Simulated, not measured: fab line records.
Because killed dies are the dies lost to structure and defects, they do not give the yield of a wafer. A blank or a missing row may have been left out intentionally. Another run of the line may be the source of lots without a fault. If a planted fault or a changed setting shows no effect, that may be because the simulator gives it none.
Which tool was responsible? + flow n5Finfet + Sampling: 22 lots, 66 wafers, 6 of 1938 route steps

== WHAT EACH GAUGE READ, for each wafer ==
The record holds no reading of a measuring or inspecting step that can be judged against a usual standard deviation.

== WHICH TOOL RAN EACH LOT (tool, then ch and the chambers of the sampled wafers, then the start) ==
| lot  | N5_SDB_ETCH_25                   | N5_HKMG_FIN_DESCUM_53            | N5_HKMG_FIN_ETCH_86               | N5_HKMG_FIN_NWFM_ALD_20            | N5_HKMG_FIN_STRIP_90              | N5_GATE_CUT_VAPOR_ETCH_60        |
|------|----------------------------------|----------------------------------|-----------------------------------|------------------------------------|-----------------------------------|----------------------------------|
| L074 | rieDiel-03 ch 1,3, day 3 18:02   | rieDiel-02 ch 1,2,3, day 4 00:22 | rieDiel-02 ch 0,1,3, day 4 05:11  | aldMetal-01 ch 0,1,3, day 4 05:49  | rieDiel-03 ch 1,3, day 4 06:19    | rieMetal-01 ch 1, day 4 08:56    |
| L075 | rieDiel-04 ch 0,1,2, day 4 01:05 | rieDiel-04 ch 0,3, day 4 06:16   | rieDiel-04 ch 0,2, day 4 11:02    | aldMetal-01 ch 1,3, day 4 11:40    | rieDiel-04 ch 0,3, day 4 12:11    | rieMetal-01 ch 1, day 4 14:42    |
| L076 | rieDiel-04 ch 0,1,3, day 4 04:59 | rieDiel-03 ch 2,3, day 4 09:58   | rieDiel-02 ch 0,1,2, day 4 15:06  | aldMetal-03 ch 0,1,3, day 4 15:44  | rieDiel-04 ch 1,2,3, day 4 16:14  | rieMetal-03 ch 0,1, day 4 18:29  |
| L077 | rieDiel-02 ch 1,2,3, day 4 12:26 | rieDiel-03 ch 0,1, day 4 17:25   | rieDiel-04 ch 1,2, day 4 22:19    | aldMetal-02 ch 0,1,2, day 4 22:56  | rieDiel-02 ch 0,1, day 4 23:26    | rieMetal-02 ch 0,1, day 5 01:46  |
| L078 | rieDiel-04 ch 2,3, day 4 18:21   | rieDiel-03 ch 0,1,3, day 4 23:15 | rieDiel-04 ch 0,3, day 5 03:58    | aldMetal-01 ch 0,1,3, day 5 04:37  | rieDiel-04 ch 0,1, day 5 05:06    | rieMetal-02 ch 0,1, day 5 07:18  |
| L079 | rieDiel-02 ch 0,1,2, day 5 02:05 | rieDiel-03 ch 0,1,3, day 5 07:43 | rieDiel-04 ch 0,2,3, day 5 12:44  | aldMetal-03 ch 0,1,3, day 5 13:22  | rieDiel-04 ch 0,1, day 5 13:52    | rieMetal-01 ch 1, day 5 16:20    |
| L080 | rieDiel-04 ch 0,3, day 5 11:10   | rieDiel-03 ch 0,1, day 5 16:37   | rieDiel-02 ch 0,2,3, day 5 21:18  | aldMetal-02 ch 0,1, day 5 21:56    | rieDiel-04 ch 0,1,2, day 5 22:26  | rieMetal-01 ch 1, day 6 00:55    |
| L081 | rieDiel-04 ch 2,3, day 5 14:49   | rieDiel-02 ch 1,2,3, day 5 20:29 | rieDiel-04 ch 0,1,3, day 6 01:39  | aldMetal-03 ch 1,2, day 6 02:17    | rieDiel-04 ch 0,1,3, day 6 02:52  | rieMetal-03 ch 0,1, day 6 05:05  |
| L082 | rieDiel-02 ch 1,2,3, day 5 18:47 | rieDiel-02 ch 1,2,3, day 6 00:17 | rieDiel-02 ch 1,2,3, day 6 05:02  | aldMetal-02 ch 0,1,3, day 6 05:40  | rieDiel-04 ch 1,2,3, day 6 06:10  | rieMetal-02 ch 0,1, day 6 08:28  |
| L083 | rieDiel-03 ch 0,1,3, day 6 01:05 | rieDiel-02 ch 0,2,3, day 6 06:02 | rieDiel-03 ch 0,2,3, day 6 10:43  | aldMetal-02 ch 0,2,3, day 6 11:21  | rieDiel-03 ch 2,3, day 6 11:51    | rieMetal-02 ch 0,1, day 6 14:03  |
| L084 | rieDiel-02 ch 0,2,3, day 6 08:34 | rieDiel-03 ch 0,2,3, day 6 13:44 | rieDiel-02 ch 0,1,3, day 6 18:37  | aldMetal-02 ch 1,2,3, day 6 19:16  | rieDiel-03 ch 2,3, day 6 19:47    | rieMetal-02 ch 0,1, day 6 22:00  |
| L085 | rieDiel-02 ch 0,3, day 6 12:34   | rieDiel-04 ch 1,3, day 6 17:26   | rieDiel-02 ch 0,2,3, day 6 22:04  | aldMetal-03 ch 0,2,3, day 6 22:42  | rieDiel-04 ch 1,3, day 6 23:12    | rieMetal-01 ch 1, day 7 01:24    |
| L086 | rieDiel-04 ch 0,1,3, day 6 20:04 | rieDiel-04 ch 1,3, day 7 01:00   | rieDiel-04 ch 0,1, day 7 05:55    | aldMetal-02 ch 0,1,2, day 7 06:34  | rieDiel-03 ch 0,1,3, day 7 07:07  | rieMetal-03 ch 0,1, day 7 09:19  |
| L087 | rieDiel-02 ch 1,3, day 7 01:23   | rieDiel-02 ch 2,3, day 7 06:31   | rieDiel-02 ch 0,2, day 7 11:16    | aldMetal-03 ch 0,2,3, day 7 11:54  | rieDiel-04 ch 0,1,3, day 7 12:33  | rieMetal-02 ch 0,1, day 7 14:46  |
| L088 | rieDiel-04 ch 0,1,3, day 7 07:12 | rieDiel-02 ch 0,2,3, day 7 12:37 | rieDiel-03 ch 1,2, day 7 17:20    | aldMetal-03 ch 0,3, day 7 17:59    | rieDiel-03 ch 1,2, day 7 18:29    | rieMetal-03 ch 0,1, day 7 20:42  |
| L089 | rieDiel-04 ch 0,1,3, day 7 13:31 | rieDiel-03 ch 1,2,3, day 7 18:49 | rieDiel-04 ch 0,1,2, day 7 23:36  | aldMetal-01 ch 0,1,3, day 8 00:14  | rieDiel-02 ch 0,2,3, day 8 00:44  | rieMetal-02 ch 0,1, day 8 02:56  |
| L090 | rieDiel-02 ch 0,1,3, day 7 16:38 | rieDiel-04 ch 0,1,2, day 7 21:29 | rieDiel-03 ch 1,2,3, day 8 02:27  | aldMetal-01 ch 0,2,3, day 8 03:05  | rieDiel-03 ch 1,2,3, day 8 03:35  | rieMetal-02 ch 0,1, day 8 05:47  |
| L093 | rieDiel-04 ch 1,2, day 8 11:50   | rieDiel-02 ch 0,1, day 8 17:28   | rieDiel-03 ch 1,3, day 8 22:06    | aldMetal-01 ch 0,1, day 8 22:44    | rieDiel-04 ch 1,2,3, day 8 23:14  | rieMetal-02 ch 0,1, day 9 01:26  |
| L094 | rieDiel-04 ch 1,2, day 9 01:14   | rieDiel-02 ch 1,2, day 9 06:29   | rieDiel-04 ch 1,2, day 9 11:22    | aldMetal-01 ch 0,2,3, day 9 12:01  | rieDiel-04 ch 1,2, day 9 12:31    | rieMetal-03 ch 0,1, day 9 14:44  |
| L095 | rieDiel-03 ch 1,3, day 9 01:20   | rieDiel-04 ch 1,2, day 9 06:53   | rieDiel-04 ch 1,2, day 9 11:30    | aldMetal-03 ch 2,3, day 9 12:08    | rieDiel-03 ch 0,1,2, day 9 12:47  | rieMetal-02 ch 0,1, day 9 15:09  |
| L096 | rieDiel-03 ch 1,2, day 9 08:22   | rieDiel-02 ch 0,1, day 9 13:36   | rieDiel-03 ch 2,3, day 9 18:32    | aldMetal-03 ch 0,2,3, day 9 19:10  | rieDiel-03 ch 0,2, day 9 19:43    | rieMetal-01 ch 0, day 9 21:55    |
| L097 | rieDiel-03 ch 2,3, day 9 15:25   | rieDiel-04 ch 0,2,3, day 9 20:38 | rieDiel-02 ch 1,2,3, day 10 01:22 | aldMetal-03 ch 0,1,3, day 10 01:59 | rieDiel-03 ch 1,2,3, day 10 02:29 | rieMetal-02 ch 0,1, day 10 04:52 |
- N5_SDB_ETCH_25: etches SiO2 in C4F6/O2, target depth 10 nm, time 3.3 s.
- N5_HKMG_FIN_DESCUM_53: chemistry O2, time 7.9 s.
- N5_HKMG_FIN_ETCH_86: etches SOC in N2/H2, stops on TiN, target depth 393.2 nm.
- N5_HKMG_FIN_NWFM_ALD_20: deposits TiAlC, target thk 2 nm, pulse time 3 s, purge time 2 s.
- N5_HKMG_FIN_STRIP_90: strips SOC in N2/H2, time 20 s.
- N5_GATE_CUT_VAPOR_ETCH_60: etches HfO2 in BCl3/Cl2.

== AS READ BY THE TOOLS THEMSELVES (means over the sampled wafers that have a number; for cases with no such wafer, the mark the record gives instead) ==
N5_SDB_ETCH_25. Usual: drypumpMotorCurrentA 5.5 A, standard deviation 0.5; oesProductAu 0.78 a.u., standard deviation 0.098; rfVppV 673 V, standard deviation 11; showerheadPlenumPTorr 2.83 Torr, standard deviation 0.092; throttleValvePct 21.20 %, standard deviation 0.27.
| lot  | tool       | drypumpMotorCurrentA (A) | oesProductAu (a.u.) | rfVppV (V) | showerheadPlenumPTorr (Torr) | throttleValvePct (%) | flag |
|------|------------|--------------------------|---------------------|------------|------------------------------|----------------------|------|
| L074 | rieDiel-03 | 5.3                      | 0.86                | 676        | 2.85                         | 20.91                |      |
| L075 | rieDiel-04 | 5.4                      | 0.74                | 675        | 2.86                         | 21.34                |      |
| L076 | rieDiel-04 | 5.7                      | 0.73                | 676        | 2.85                         | 21.30                |      |
| L077 | rieDiel-02 | 5.6                      | 0.76                | 663        | 2.76                         | 21.01                |      |
| L078 | rieDiel-04 | 5.5                      | 0.71                | 666        | 2.80                         | 21.19                |      |
| L079 | rieDiel-02 | 5.6                      | 0.76                | 662        | 2.77                         | 21.13                |      |
| L080 | rieDiel-04 | 5.4                      | 0.70                | 674        | 2.79                         | 21.21                |      |
| L081 | rieDiel-04 | 5.5                      | 0.71                | 667        | 2.80                         | 21.19                |      |
| L082 | rieDiel-02 | 5.6                      | 0.86                | 669        | 2.87                         | 20.91                |      |
| L083 | rieDiel-03 | 5.5                      | 0.85                | 677        | 2.85                         | 21.13                |      |
| L084 | rieDiel-02 | 5.2                      | 0.85                | 668        | 2.84                         | 21.20                |      |
| L085 | rieDiel-02 | 5.2                      | 0.80                | 671        | 2.82                         | 21.44                |      |
| L086 | rieDiel-04 | 5.7                      | 0.71                | 676        | 2.84                         | 21.33                |      |
| L087 | rieDiel-02 | 5.7                      | 0.87                | 675        | 2.95                         | 20.94                |      |
| L088 | rieDiel-04 | 5.7                      | 0.70                | 676        | 2.84                         | 21.34                |      |
| L089 | rieDiel-04 | 5.7                      | 0.70                | 675        | 2.84                         | 21.34                |      |
| L090 | rieDiel-02 | 5.6                      | 0.77                | 669        | 2.84                         | 21.17                |      |
| L093 | rieDiel-04 | 5.4                      | 0.88                | 671        | 2.84                         | 21.15                |      |
| L094 | rieDiel-04 | 5.4                      | 0.87                | 671        | 2.84                         | 21.16                |      |
| L095 | rieDiel-03 | 5.3                      | 0.80                | 676        | 2.83                         | 20.98                |      |
| L096 | rieDiel-03 | 5.7                      | 0.73                | 693        | 2.79                         | 21.03                |      |
| L097 | rieDiel-03 | 5.4                      | 0.71                | 671        | 2.91                         | 21.20                |      |

N5_HKMG_FIN_DESCUM_53. Usual: drypumpMotorCurrentA 5.5 A, standard deviation 0.48; oesProductAu 0.81 a.u., standard deviation 0.11; rfVppV 242.9 V, standard deviation 1.5; showerheadPlenumPTorr 2.08 Torr, standard deviation 0.078; throttleValvePct 20.43 %, standard deviation 0.27.
| lot  | tool       | drypumpMotorCurrentA (A) | oesProductAu (a.u.) | rfVppV (V) | showerheadPlenumPTorr (Torr) | throttleValvePct (%) | flag |
|------|------------|--------------------------|---------------------|------------|------------------------------|----------------------|------|
| L074 | rieDiel-02 | 5.6                      | 0.77                | 241.9      | 2.04                         | 20.32                |      |
| L075 | rieDiel-04 | 5.8                      | 0.71                | 242.3      | 2.06                         | 20.49                |      |
| L076 | rieDiel-03 | 5.4                      | 0.76                | 244.8      | 2.14                         | 20.31                |      |
| L077 | rieDiel-03 | 5.6                      | 0.91                | 243.0      | 2.06                         | 20.37                |      |
| L078 | rieDiel-03 | 5.5                      | 0.86                | 241.7      | 2.10                         | 20.39                |      |
| L079 | rieDiel-03 | 5.5                      | 0.85                | 242.5      | 2.10                         | 20.39                |      |
| L080 | rieDiel-03 | 5.8                      | 0.92                | 241.0      | 2.06                         | 20.55                |      |
| L081 | rieDiel-02 | 5.6                      | 0.86                | 243.0      | 2.12                         | 20.21                |      |
| L082 | rieDiel-02 | 5.6                      | 0.85                | 242.7      | 2.12                         | 20.23                |      |
| L083 | rieDiel-02 | 5.2                      | 0.85                | 242.8      | 2.09                         | 20.45                |      |
| L084 | rieDiel-03 | 5.7                      | 0.79                | 244.0      | 2.11                         | 20.47                |      |
| L085 | rieDiel-04 | 6.1                      | 0.71                | 243.1      | 2.10                         | 20.62                |      |
| L086 | rieDiel-04 | 6.1                      | 0.71                | 243.1      | 2.10                         | 20.61                |      |
| L087 | rieDiel-02 | 5.2                      | 0.92                | 244.2      | 2.17                         | 20.28                |      |
| L088 | rieDiel-02 | 5.2                      | 0.83                | 242.6      | 2.08                         | 20.46                |      |
| L089 | rieDiel-03 | 5.4                      | 0.76                | 243.2      | 2.10                         | 20.34                |      |
| L090 | rieDiel-04 | 5.4                      | 0.81                | 242.6      | 2.09                         | 20.54                |      |
| L093 | rieDiel-02 | 5.5                      | 0.80                | 242.2      | 2.00                         | 20.50                |      |
| L094 | rieDiel-02 | 6.0                      | 0.93                | 242.5      | 2.05                         | 19.99                |      |
| L095 | rieDiel-04 | 5.4                      | 0.87                | 242.8      | 2.09                         | 20.48                |      |
| L096 | rieDiel-02 | 5.5                      | 0.78                | 242.4      | 2.00                         | 20.50                |      |
| L097 | rieDiel-04 | 5.4                      | 0.93                | 241.7      | 2.05                         | 20.21                |      |

N5_HKMG_FIN_ETCH_86. Usual: drypumpMotorCurrentA 5.5 A, standard deviation 0.49; oesProductAu 0.77 a.u., standard deviation 0.091; rfVppV 240.6 V, standard deviation 1.3; showerheadPlenumPTorr 2.54 Torr, standard deviation 0.085; throttleValvePct 17.84 %, standard deviation 0.29.
| lot  | tool       | drypumpMotorCurrentA (A) | oesProductAu (a.u.) | rfVppV (V) | showerheadPlenumPTorr (Torr) | throttleValvePct (%) | flag |
|------|------------|--------------------------|---------------------|------------|------------------------------|----------------------|------|
| L074 | rieDiel-02 | 5.6                      | 0.71                | 239.8      | 2.44                         | 17.81                |      |
| L075 | rieDiel-04 | 5.0                      | 0.70                | 240.3      | 2.53                         | 18.17                |      |
| L076 | rieDiel-02 | 5.5                      | 0.77                | 239.7      | 2.48                         | 17.77                |      |
| L077 | rieDiel-04 | 5.7                      | 0.73                | 240.7      | 2.60                         | 18.07                |      |
| L078 | rieDiel-04 | 5.7                      | 0.70                | 240.8      | 2.52                         | 17.96                |      |
| L079 | rieDiel-04 | 5.4                      | 0.70                | 239.6      | 2.52                         | 18.01                |      |
| L080 | rieDiel-02 | 5.2                      | 0.85                | 241.3      | 2.54                         | 17.76                |      |
| L081 | rieDiel-04 | 5.7                      | 0.71                | 241.1      | 2.56                         | 18.10                |      |
| L082 | rieDiel-02 | 5.6                      | 0.83                | 240.9      | 2.57                         | 17.56                |      |
| L083 | rieDiel-03 | 5.7                      | 0.79                | 239.9      | 2.56                         | 17.92                |      |
| L084 | rieDiel-02 | 5.6                      | 0.78                | 240.9      | 2.54                         | 17.71                |      |
| L085 | rieDiel-02 | 5.2                      | 0.83                | 240.5      | 2.54                         | 17.76                |      |
| L086 | rieDiel-04 | 5.7                      | 0.71                | 241.4      | 2.60                         | 18.23                |      |
| L087 | rieDiel-02 | 5.1                      | 0.80                | 239.5      | 2.46                         | 17.87                |      |
| L088 | rieDiel-03 | 5.5                      | 0.79                | 239.8      | 2.49                         | 17.59                |      |
| L089 | rieDiel-04 | 5.4                      | 0.78                | 240.6      | 2.55                         | 18.02                |      |
| L090 | rieDiel-03 | 5.5                      | 0.76                | 240.9      | 2.55                         | 17.76                |      |
| L093 | rieDiel-03 | 5.3                      | 0.79                | 240.3      | 2.53                         | 17.60                |      |
| L094 | rieDiel-04 | 5.7                      | 0.77                | 241.1      | 2.58                         | 18.01                |      |
| L095 | rieDiel-04 | 5.7                      | 0.77                | 241.2      | 2.58                         | 18.02                |      |
| L096 | rieDiel-03 | 5.4                      | 0.72                | 241.8      | 2.61                         | 17.95                |      |
| L097 | rieDiel-02 | 5.6                      | 0.87                | 241.5      | 2.55                         | 17.48                |      |

N5_HKMG_FIN_NWFM_ALD_20. Usual: heaterPowerW 495 W, standard deviation 45; precursorPulseHeightRel 0.999, standard deviation 0.02.
| lot  | tool        | heaterPowerW (W) | precursorPulseHeightRel | flag |
|------|-------------|------------------|-------------------------|------|
| L074 | aldMetal-01 | 447              | 1.016                   |      |
| L075 | aldMetal-01 | 454              | 1.010                   |      |
| L076 | aldMetal-03 | 491              | 0.988                   |      |
| L077 | aldMetal-02 | 512              | 0.992                   |      |
| L078 | aldMetal-01 | 449              | 1.001                   |      |
| L079 | aldMetal-03 | 501              | 0.982                   |      |
| L080 | aldMetal-02 | 512              | 1.002                   |      |
| L081 | aldMetal-03 | 575              | 0.989                   |      |
| L082 | aldMetal-02 | 501              | 1.004                   |      |
| L083 | aldMetal-02 | 519              | 1.009                   |      |
| L084 | aldMetal-02 | 503              | 0.984                   |      |
| L085 | aldMetal-03 | 519              | 0.977                   |      |
| L086 | aldMetal-02 | 515              | 0.986                   |      |
| L087 | aldMetal-03 | 529              | 0.993                   |      |
| L088 | aldMetal-03 | 490              | 0.993                   |      |
| L089 | aldMetal-01 | 447              | 1.000                   |      |
| L090 | aldMetal-01 | 455              | 1.011                   |      |
| L093 | aldMetal-01 | 466              | 1.003                   |      |
| L094 | aldMetal-01 | 457              | 1.006                   |      |
| L095 | aldMetal-03 | 560              | 0.993                   |      |
| L096 | aldMetal-03 | 521              | 1.005                   |      |
| L097 | aldMetal-03 | 496              | 1.000                   |      |

N5_HKMG_FIN_STRIP_90. Usual: drypumpMotorCurrentA 5.6 A, standard deviation 0.48; oesProductAu 0.77 a.u., standard deviation 0.087; rfVppV 54.2 V, standard deviation 0.91; showerheadPlenumPTorr 3.36 Torr, standard deviation 0.093; throttleValvePct 19.1 %, standard deviation 0.44.
| lot  | tool       | drypumpMotorCurrentA (A) | oesProductAu (a.u.) | rfVppV (V) | showerheadPlenumPTorr (Torr) | throttleValvePct (%) | flag |
|------|------------|--------------------------|---------------------|------------|------------------------------|----------------------|------|
| L074 | rieDiel-03 | 5.2                      | 0.81                | 55.4       | 3.44                         | 18.9                 |      |
| L075 | rieDiel-04 | 5.4                      | 0.70                | 53.9       | 3.35                         | 19.4                 |      |
| L076 | rieDiel-04 | 5.8                      | 0.73                | 54.0       | 3.37                         | 19.1                 |      |
| L077 | rieDiel-02 | 5.5                      | 0.72                | 54.3       | 3.24                         | 18.9                 |      |
| L078 | rieDiel-04 | 5.3                      | 0.72                | 55.3       | 3.39                         | 19.7                 |      |
| L079 | rieDiel-04 | 5.7                      | 0.74                | 54.0       | 3.44                         | 19.6                 |      |
| L080 | rieDiel-04 | 5.4                      | 0.71                | 53.9       | 3.38                         | 19.5                 |      |
| L081 | rieDiel-04 | 5.7                      | 0.71                | 55.0       | 3.38                         | 19.3                 |      |
| L082 | rieDiel-04 | 5.8                      | 0.71                | 53.9       | 3.36                         | 19.1                 |      |
| L083 | rieDiel-03 | 5.6                      | 0.73                | 54.6       | 3.40                         | 19.3                 |      |
| L084 | rieDiel-03 | 5.4                      | 0.74                | 54.7       | 3.46                         | 19.2                 |      |
| L085 | rieDiel-04 | 6.1                      | 0.70                | 53.6       | 3.36                         | 19.0                 |      |
| L086 | rieDiel-03 | 5.6                      | 0.83                | 53.7       | 3.36                         | 18.9                 |      |
| L087 | rieDiel-04 | 5.7                      | 0.70                | 53.4       | 3.37                         | 19.4                 |      |
| L088 | rieDiel-03 | 5.5                      | 0.79                | 53.9       | 3.28                         | 18.7                 |      |
| L089 | rieDiel-02 | 5.2                      | 0.84                | 54.2       | 3.34                         | 18.8                 |      |
| L090 | rieDiel-03 | 5.5                      | 0.76                | 54.8       | 3.37                         | 19.0                 |      |
| L093 | rieDiel-04 | 5.8                      | 0.86                | 54.2       | 3.35                         | 18.8                 |      |
| L094 | rieDiel-04 | 5.4                      | 0.86                | 53.0       | 3.35                         | 19.0                 |      |
| L095 | rieDiel-03 | 5.8                      | 0.78                | 53.8       | 3.29                         | 19.0                 |      |
| L096 | rieDiel-03 | 6.0                      | 0.75                | 54.2       | 3.31                         | 19.3                 |      |
| L097 | rieDiel-03 | 5.4                      | 0.74                | 54.0       | 3.36                         | 19.0                 |      |

N5_GATE_CUT_VAPOR_ETCH_60. Usual: drypumpMotorCurrentA 5.8 A, standard deviation 0.4; heBacksideLeakSccm 3.34 sccm, standard deviation 0.14; oesProductAu 0.70 a.u., standard deviation 0.081.
| lot  | tool        | drypumpMotorCurrentA (A) | heBacksideLeakSccm (sccm) | oesProductAu (a.u.) | flag |
|------|-------------|--------------------------|---------------------------|---------------------|------|
| L074 | rieMetal-01 | 6.4                      | 3.28                      | 0.68                |      |
| L075 | rieMetal-01 | 6.4                      | 3.60                      | 0.69                |      |
| L076 | rieMetal-03 | 5.8                      | 3.34                      | 0.86                |      |
| L077 | rieMetal-02 | 5.7                      | 3.29                      | 0.65                |      |
| L078 | rieMetal-02 | 5.8                      | 3.21                      | 0.65                |      |
| L079 | rieMetal-01 | 6.4                      | 3.42                      | 0.67                |      |
| L080 | rieMetal-01 | 6.4                      | 3.37                      | 0.67                |      |
| L081 | rieMetal-03 | 5.5                      | 3.22                      | 0.83                |      |
| L082 | rieMetal-02 | 5.7                      | 3.42                      | 0.65                |      |
| L083 | rieMetal-02 | 5.8                      | 3.39                      | 0.64                |      |
| L084 | rieMetal-02 | 5.7                      | 3.37                      | 0.64                |      |
| L085 | rieMetal-01 | 6.4                      | 3.58                      | 0.66                |      |
| L086 | rieMetal-03 | 5.8                      | 3.37                      | 0.84                |      |
| L087 | rieMetal-02 | 5.8                      | 3.27                      | 0.64                |      |
| L088 | rieMetal-03 | 5.5                      | 3.26                      | 0.81                |      |
| L089 | rieMetal-02 | 5.7                      | 3.23                      | 0.64                |      |
| L090 | rieMetal-02 | 5.8                      | 3.25                      | 0.64                |      |
| L093 | rieMetal-02 | 5.8                      | 3.29                      | 0.64                |      |
| L094 | rieMetal-03 | 5.5                      | 3.47                      | 0.81                |      |
| L095 | rieMetal-02 | 5.7                      | 3.39                      | 0.63                |      |
| L096 | rieMetal-01 | 5.5                      | 3.18                      | 0.63                |      |
| L097 | rieMetal-02 | 5.7                      | 3.34                      | 0.63                |      |

== THE ANSWER, worked out from the rows above alone ==
Rule: a lot is off if the mean of its wafers that have a number lies more than 3 standard deviations from the usual mean. A lot without any number at a reading at which 4 lots or more have one is off too. The other lots that the step has rows for count as sound. First the gauges in route order, then the tools' own readings, where a lot's mean is used as printed above. The first step at which some lot is off is used, and at that step the reading that is off furthest; a lot without a number counts as furthest.
No lot is off on any of the readings shown, so nothing can be concluded from this.

== WHAT THE SIMULATOR HAD INSERTED ==
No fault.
